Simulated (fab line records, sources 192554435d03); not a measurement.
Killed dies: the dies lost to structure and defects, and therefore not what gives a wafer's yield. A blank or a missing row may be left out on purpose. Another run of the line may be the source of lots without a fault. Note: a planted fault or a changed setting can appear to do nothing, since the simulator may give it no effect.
fab line records	flow n5-finfet
[record] lots = 7	wafers = 39
route steps=1938 shown FIN_CUT@173 DUMMY_GATE@246 SD_EPI_N@288
start-h: hours from the record's opening day to when the first of the lot's shown wafers began	wait-h: hours elapsed since this lot's preceding step	" identical to the entry in the row above	L1.1+2: a single row standing in for several wafers	- value missing, or start not given	* or withheld: withheld	< > ~ a bound
route shown NAME@n: a module of which the file shows steps, and the number in the route of the first	usual: mean/standard deviation of fault-free wafers	same: alike in all rows	chamber/n: place in a boat	sites: the reading at each site	_std_site: their standard deviation	_edge_site: the outer-site mean with the inner-site mean subtracted	radius-mm: how far each site lies from the wafer's centre	mask NAME#n: copy n	behind: the most recent tool/chamber to have shaped the wafer	hold: what put the lot on hold/how long, in hours/how the hold closed	device: the transistor (n, p or np) that didn't switch	end of line: the tests these same wafers got at the end of their route	step lacking rows: just its recipe	killed: not the wafer's yield, but the dies lost to structure and defects at the first sort	map: per-die view of a wafer (x killed, . not killed, _ where there is no die)
set.NAME: the setting the step ran with; set.NAME@STEP: the setting that earlier step ran with	model.NAME: the simulator's own value behind a step, which no gauge read
lots whose settings were changed on purpose; a table a step, a row a wafer
[[steps]]
[step N5_FIN_CUT_CUT_ETCH_26]
[recipe] chemistry = CH3F/O2	target = SiNx	target-depth-a = 390	mask-material = SOC	time-s = 55.7	pressure-mtorr = 30	source-w = 395	bias-w = 73	Ar_flow_sccm = 150	CH3F_flow_sccm = 30	O2_flow_sccm = 20	ion-energy-ev = 120
lot.wafer	tool	chamber	start-h	wait-h	set.target-depth-a	model.etch.depth-nm
L079.1	rie-diel-04	1	58.56	0.0	390	38.82
L079.2	"	2	"	"	390	38.84
L079.3	"	0	"	"	390	38.88
L079.4	"	3	"	"	390	38.47
L079.5	"	1	"	"	390	38.48
L079.6	"	2	"	"	390	38.91
L081.1	rie-diel-05	1	70.04	0.0	390	39.87
L081.2	"	2	"	"	390	38.5
L081.3	"	0	"	"	390	38.78
L081.4	"	1	"	"	390	40.27
L081.5	"	2	"	"	390	38.03
L081.6	"	0	"	"	390	39.59
L087.1	rie-diel-04	2	107.50	0.0	390	38.83
L087.2	"	1	"	"	390	38.29
L087.3	"	3	"	"	431.7	42.56
L087.4+5	"	0,2	"	"	431.7	42.89
L087.6	"	1	"	"	390	38.16
L088.1	rie-diel-03	3	111.24	0.0	390	38.63
L088.2	"	1	"	"	390	38.57
L088.3	"	2	"	"	390	38.87
L088.4	"	0	"	"	390	38.88
L088.5	"	1	"	"	390	38.35
L088.6	"	2	"	"	390	38.6
L090.2	rie-diel-05	3	123.66	0.0	390	38.78
L090.3	"	1	"	"	390	39.99
L090.6	"	1	"	"	390	39.87
L093.1	rie-diel-03	2	141.41	0.0	390	38.77
L093.2	"	0	"	"	390	38.73
L093.3	"	1	"	"	390	38.74
L093.4	"	3	"	"	390	38.53
L093.5	"	2	"	"	390	39.01
L093.6	"	3	"	"	390	38.35
L095.1	rie-diel-05	1	155.22	0.0	360.4	37.14
L095.2	"	0	"	"	360.4	36.32
L095.3	"	2	"	"	360.4	36.72
L095.4	"	3	"	"	390	38.72
L095.5	"	1	"	"	390	39.75
L095.6	"	2	"	"	390	39.45
[step N5_DUMMY_GATE_ETCH_32]
[recipe] chemistry = CF4	target = SiO2	target-depth-a = 35	time-s = 3.9	ion-energy-ev = 350	pressure-mtorr = 10	icp-w = 800	bias-w = 400	cf4-flow-sccm = 80
lot.wafer	tool	chamber	start-h	wait-h	set.time-s	model.etch.depth-nm
L079.1	rie-si-02	1	81.39	0.1	3.9	3.52
L079.2	"	0	"	"	3.9	3.438
L079.3+5	"	2,1	"	"	3.9	3.528
L079.4	"	3	"	"	3.9	3.589
L079.6	"	2	"	"	3.9	3.523
L081.1	rie-si-02	3	90.82	0.1	3.9	3.634
L081.2	"	1	"	"	3.9	3.555
L081.3	"	0	"	"	3.9	3.473
L081.4	"	2	"	"	3.9	3.528
L081.5	"	1	"	"	3.9	3.566
L081.6	"	2	"	"	3.9	3.561
L087.1	rie-si-02	2	128.97	0.1	3.9	3.472
L087.2	"	3	"	"	4.321	4.019
L087.3	"	1	"	"	3.9	3.54
L087.4	"	0	"	"	4.321	3.842
L087.5	"	3	"	"	4.321	4.03
L087.6	"	2	"	"	3.9	3.504
L088.1	rie-si-02	0	135.00	0.1	3.9	3.518
L088.2	"	3	"	"	4.199	3.911
L088.3	"	2	"	"	3.9	3.493
L088.4	"	1	"	"	3.9	3.526
L088.5	"	0	"	"	4.199	3.768
L088.6	"	3	"	"	4.199	3.898
L090.2	rie-si-03	2	142.73	0.1	3.9	3.587
L090.3	"	0	"	"	3.9	3.63
L090.6	"	1	"	"	3.9	3.573
L093.1	rie-si-02	1	161.30	0.1	3.9	3.544
L093.2	"	0	"	"	3.9	3.42
L093.3	"	3	"	"	3.9	3.604
L093.4	"	1	"	"	3.9	3.543
L093.5	"	3	"	"	3.9	3.619
L093.6	"	0	"	"	3.9	3.444
L095.1	rie-si-03	1	174.25	0.1	3.9	3.571
L095.2	"	3	"	"	3.257	2.803
L095.3	"	2	"	"	3.257	2.984
L095.4	"	0	"	"	3.9	3.577
L095.5	"	0	"	"	3.9	3.649
L095.6	"	1	"	"	3.257	2.973
[step N5_DUMMY_GATE_ETCH_42]
[recipe] chemistry = CHF3/O2	target = SiO2	target-depth-a = 35	time-s = 31	ion-energy-ev = 30	bias-w = 12	pressure-mtorr = 30	source-w = 600	Ar_flow_sccm = 200	CHF3_flow_sccm = 50	O2_flow_sccm = 5
[usual] rf-vpp-V = 42.5/0.99
lot.wafer	tool	chamber	start-h	wait-h	set.bias-w	rf-vpp-V
L079.1	rie-diel-05	2	81.63	0.0	12	41.7
L079.2	"	1	"	"	13.83	47.7
L079.3	"	3	"	"	12	40.4
L079.4	"	0	"	"	12	40.5
L079.5	"	2	"	"	13.83	46.6
L079.6	"	1	"	"	13.83	48.6
L081.1	rie-diel-05	1	91.07	0.0	13.04	44.9
L081.2	"	2	"	"	13.04	45.6
L081.3	"	3	"	"	12	43.1
L081.4	"	0	"	"	12	41.4
L081.5	"	2	"	"	13.04	46.2
L081.6	"	1	"	"	12	43.5
L087.1	rie-diel-04	3	129.21	0.0	12	42.4
L087.2	"	0	"	"	13.29	45.4
L087.3	"	1	"	"	12	44.5
L087.4	"	2	"	"	13.29	44.9
L087.5	"	3	"	"	12	42.0
L087.6	"	0	"	"	13.29	45.7
L088.1	rie-diel-03	2	135.25	0.0	13.76	48.4
L088.2	"	1	"	"	13.76	45.4
L088.3	"	0	"	"	12	42.9
L088.4	"	3	"	"	12	41.6
L088.5	"	2	"	"	13.76	48.1
L088.6	"	3	"	"	12	41.9
L090.2	rie-diel-05	2	142.98	0.0	12	44.5
L090.3	"	0	"	"	12	41.0
L090.6	"	2	"	"	12	43.6
L093.1	rie-diel-04	3	161.55	0.0	14.12	47.5
L093.2	"	2	"	"	14.12	46.3
L093.3	"	1	"	"	12	42.8
L093.4	"	0	"	"	12	41.8
L093.5	"	1	"	"	14.12	47.2
L093.6	"	0	"	"	12	42.1
L095.1	rie-diel-05	0	174.80	0.4	12	40.1
L095.2	"	1	"	"	12	42.9
L095.3	"	3	"	"	13.32	44.8
L095.4	"	2	"	"	13.32	46.9
L095.5	"	2	"	"	12	44.6
L095.6	"	1	"	"	13.32	46.5
[step N5_SD_EPI_N_EPI_21]
[recipe] material = Si:P	dopant = P	temp-c = 680	pressure-torr = 255	time-s = 690
lot.wafer	tool	chamber	start-h	wait-h	set.time-s	model.Si-P_of_SD_EPI_N_EPI_21.thk-nm
L079.1+6	epi-rpcvd-02	0	84.55	0.1	690	59.4
L079.2	"	0	"	"	690	59
L079.3+5	"	0	"	"	690	58.2
L079.4	"	0	"	"	690	58.6
L081.1	epi-rpcvd-04	0	94.32	0.1	690	60
L081.2	"	0	"	"	612.6	56
L081.3	"	0	"	"	690	59.6
L081.4	"	0	"	"	612.6	55
L081.5	"	0	"	"	612.6	54.4
L081.6	"	0	"	"	690	60.2
L087.1	epi-rpcvd-02	0	132.88	0.2	596.5	53
L087.2	"	0	"	"	690	58.6
L087.3	"	0	"	"	690	59
L087.4	"	0	"	"	690	58.2
L087.5	"	0	"	"	596.5	53.6
L087.6	"	0	"	"	596.5	53.2
L088.1+2+4	epi-rpcvd-03	0	138.66	0.1	690	59
L088.3	"	0	"	"	690	58.4
L088.5	"	0	"	"	690	59.4
L088.6	"	0	"	"	690	58.6
L090.2	epi-rpcvd-02	0	146.43	0.4	690	58
L090.3+6	"	0	"	"	690	58.2
L093.1+4	epi-rpcvd-03	0	165.57	0.1	690	59.6
L093.2+6	"	0	"	"	690	59
L093.3+5	"	0	"	"	690	59.2
L095.1	epi-rpcvd-02	0	178.09	0.1	571.6	52.6
L095.2	"	0	"	"	690	58.8
L095.3	"	0	"	"	571.6	51
L095.4	"	0	"	"	571.6	53
L095.5	"	0	"	"	690	59.6
L095.6	"	0	"	"	690	58.4
[step N5_SD_EPI_N_EPI_MEAS_23]
[recipe] mode = xrd
[usual] thk-nm = 58.9/1.3
lot.wafer	tool	chamber	start-h	wait-h	set.time-s@SD_EPI_N_EPI_21	thk-nm
L079.1	film-metro-01	-	86.26	1.4	690	61.2
L079.2	"	-	"	"	690	59.9
L079.3	"	-	"	"	690	57.9
L079.4	"	-	"	"	690	58.2
L079.5	"	-	"	"	690	57.3
L079.6	"	-	"	"	690	60.1
L081.1	film-metro-01	-	96.04	1.4	690	61.7
L081.2	"	-	"	"	612.6	55.7
L081.3	"	-	"	"	690	58.7
L081.4	"	-	"	"	612.6	53.8
L081.5	"	-	"	"	612.6	54.5
L081.6	"	-	"	"	690	58.6
L087.1	film-metro-01	-	135.15	1.9	596.5	54.3
L087.2	"	-	"	"	690	58.3
L087.3	"	-	"	"	690	57.6
L087.4	"	-	"	"	690	59.1
L087.5	"	-	"	"	596.5	55.1
L087.6	"	-	"	"	596.5	53.9
L088.1	film-metro-01	-	140.37	1.4	690	58.1
L088.2	"	-	"	"	690	57.3
L088.3	"	-	"	"	690	57.7
L088.4	"	-	"	"	690	59.7
L088.5	"	-	"	"	690	58.7
L088.6	"	-	"	"	690	58.4
L090.2	film-metro-02	-	147.89	1.2	690	57.9
L090.3	"	-	"	"	690	59.1
L090.6	"	-	"	"	690	59.9
L093.1	film-metro-02	-	167.28	1.4	690	60.1
L093.2	"	-	"	"	690	57.4
L093.3	"	-	"	"	690	60.0
L093.4	"	-	"	"	690	59.2
L093.5	"	-	"	"	690	58.7
L093.6	"	-	"	"	690	59.1
L095.1	film-metro-02	-	179.80	1.5	571.6	51.2
L095.2	"	-	"	"	690	59.2
L095.3	"	-	"	"	571.6	50.9
L095.4	"	-	"	"	571.6	54.0
L095.5	"	-	"	"	690	60.3
L095.6	"	-	"	"	690	57.6
[[key]]
[split] step = N5_FIN_CUT_CUT_ETCH_26	setting = target-depth-a	stated = 390	by = wafer
[response] step = N5_FIN_CUT_CUT_ETCH_26	reading = model.etch.depth-nm	change = +0.385	per = 1%	r = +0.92
[split] step = N5_DUMMY_GATE_ETCH_32	setting = time-s	stated = 3.9	by = wafer
[response] step = N5_DUMMY_GATE_ETCH_32	reading = model.etch.depth-nm	change = +0.0421	per = 1%	r = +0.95
[split] step = N5_DUMMY_GATE_ETCH_42	setting = bias-w	stated = 12	by = wafer
[response] step = N5_DUMMY_GATE_ETCH_42	reading = rf-vpp-V	change = +0.329	per = 1%	r = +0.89
[split] step = N5_SD_EPI_N_EPI_21	setting = time-s	stated = 690	by = wafer
[response] step = N5_SD_EPI_N_EPI_21	reading = model.Si-P_of_SD_EPI_N_EPI_21.thk-nm	change = +0.4	per = 1%	r = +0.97
[response] step = N5_SD_EPI_N_EPI_MEAS_23	reading = thk-nm	change = *	per = 1%	r = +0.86
